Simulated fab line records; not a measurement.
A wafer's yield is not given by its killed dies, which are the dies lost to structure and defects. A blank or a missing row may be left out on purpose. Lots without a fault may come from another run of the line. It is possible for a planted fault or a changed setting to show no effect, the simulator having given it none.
Chamber matching :: flow nand harc :: rie diel-12 running NHARC_A_CONTACT_ETCH_90: 4 sister chambers
The step etches the open film in CH3F/O2, target depth 40 nm, time 85.7 s. 14 wafers are shown with their chamber, then 7 later ones without.

== WAFERS, EACH WITH ITS CHAMBER ==
wafer: L078.2
chamber: 0
showerhead plenum p Torr (Torr): 2.37
drypump motor current A (A): 6.22
rf vpp V (V): 240.7

wafer: L078.4
chamber: 1
showerhead plenum p Torr (Torr): 2.65
drypump motor current A (A): 6.21
rf vpp V (V): 247.9

wafer: L078.5
chamber: 1
showerhead plenum p Torr (Torr): 2.65
drypump motor current A (A): 6.24
rf vpp V (V): 247.0

wafer: L083.1
chamber: 3
showerhead plenum p Torr (Torr): 2.61
drypump motor current A (A): 5.89
rf vpp V (V): 246.6

wafer: L083.4
chamber: 0
showerhead plenum p Torr (Torr): 2.35
drypump motor current A (A): 6.20
rf vpp V (V): 242.9

wafer: L083.5
chamber: 1
showerhead plenum p Torr (Torr): 2.64
drypump motor current A (A): 6.23
rf vpp V (V): 247.3

wafer: L087.2
chamber: 0
showerhead plenum p Torr (Torr): 2.35
drypump motor current A (A): 6.19
rf vpp V (V): 242.2

wafer: L087.5
chamber: 0
showerhead plenum p Torr (Torr): 2.35
drypump motor current A (A): 6.20
rf vpp V (V): 242.1

wafer: L087.6
chamber: 1
showerhead plenum p Torr (Torr): 2.64
drypump motor current A (A): 6.24
rf vpp V (V): 246.0

wafer: L089.4
chamber: 0
showerhead plenum p Torr (Torr): 2.35
drypump motor current A (A): 6.21
rf vpp V (V): 242.9

wafer: L089.5
chamber: 0
showerhead plenum p Torr (Torr): 2.35
drypump motor current A (A): 6.20
rf vpp V (V): 242.6

wafer: L089.6
chamber: 3
showerhead plenum p Torr (Torr): 2.60
drypump motor current A (A): 5.88
rf vpp V (V): 247.0

wafer: L092.3
chamber: 2
showerhead plenum p Torr (Torr): 2.39
drypump motor current A (A): 6.28
rf vpp V (V): 242.3

wafer: L092.5
chamber: 1
showerhead plenum p Torr (Torr): 2.63
drypump motor current A (A): 6.23
rf vpp V (V): 245.7

SIGNATURES (means of the wafers above)
reading: showerhead plenum p Torr
chamber 0: 2.3533
chamber 1: 2.6420
chamber 2: 2.3900
chamber 3: 2.6050
scatter within a chamber: 0.00814

reading: drypump motor current A
chamber 0: 6.2033
chamber 1: 6.2300
chamber 2: 6.2800
chamber 3: 5.8850
scatter within a chamber: 0.0109

reading: rf vpp V
chamber 0: 242.233
chamber 1: 246.780
chamber 2: 242.300
chamber 3: 246.800
scatter within a chamber: 0.826
Rule: for a wafer and a chamber, the distance is found by dividing, reading by reading, the gap between the wafer's reading and the chamber's mean by the reading's scatter, squaring, summing and taking the root. If the next closest chamber is less than 2 further off than the closest, the wafer can't be placed; otherwise it belongs to the closest. How the scatter is found: for the shown wafers, subtract from each reading the mean of its chamber, square and add these, divide the total by (wafers less chambers), then take the root.

== WAFERS WITH NO CHAMBER GIVEN ==
wafer: L092.6
showerhead plenum p Torr (Torr): 2.35
drypump motor current A (A): 6.19
rf vpp V (V): 243.8

wafer: L094.2
showerhead plenum p Torr (Torr): 2.63
drypump motor current A (A): 6.24
rf vpp V (V): 245.9

wafer: L094.4
showerhead plenum p Torr (Torr): 2.60
drypump motor current A (A): 5.89
rf vpp V (V): 246.1

wafer: L094.6
showerhead plenum p Torr (Torr): 2.39
drypump motor current A (A): 6.27
rf vpp V (V): 243.7

wafer: L096.2
showerhead plenum p Torr (Torr): 2.63
drypump motor current A (A): 6.26
rf vpp V (V): 246.2

wafer: L096.3
showerhead plenum p Torr (Torr): 2.39
drypump motor current A (A): 6.29
rf vpp V (V): 244.1

wafer: L096.5
showerhead plenum p Torr (Torr): 2.60
drypump motor current A (A): 5.87
rf vpp V (V): 247.3

== CHAMBER TAKEN BY EACH ==
wafer: L092.6
from the rows above: 0
in truth: 0

wafer: L094.2
from the rows above: 1
in truth: 1

wafer: L094.4
from the rows above: 3
in truth: 3

wafer: L094.6
from the rows above: 2
in truth: 2

wafer: L096.2
from the rows above: 1
in truth: 1

wafer: L096.3
from the rows above: 2
in truth: 2

wafer: L096.5
from the rows above: 3
in truth: 3
Placed correctly: 7 of 7. Number that these rows cannot place: 0. 0 placed wrongly.
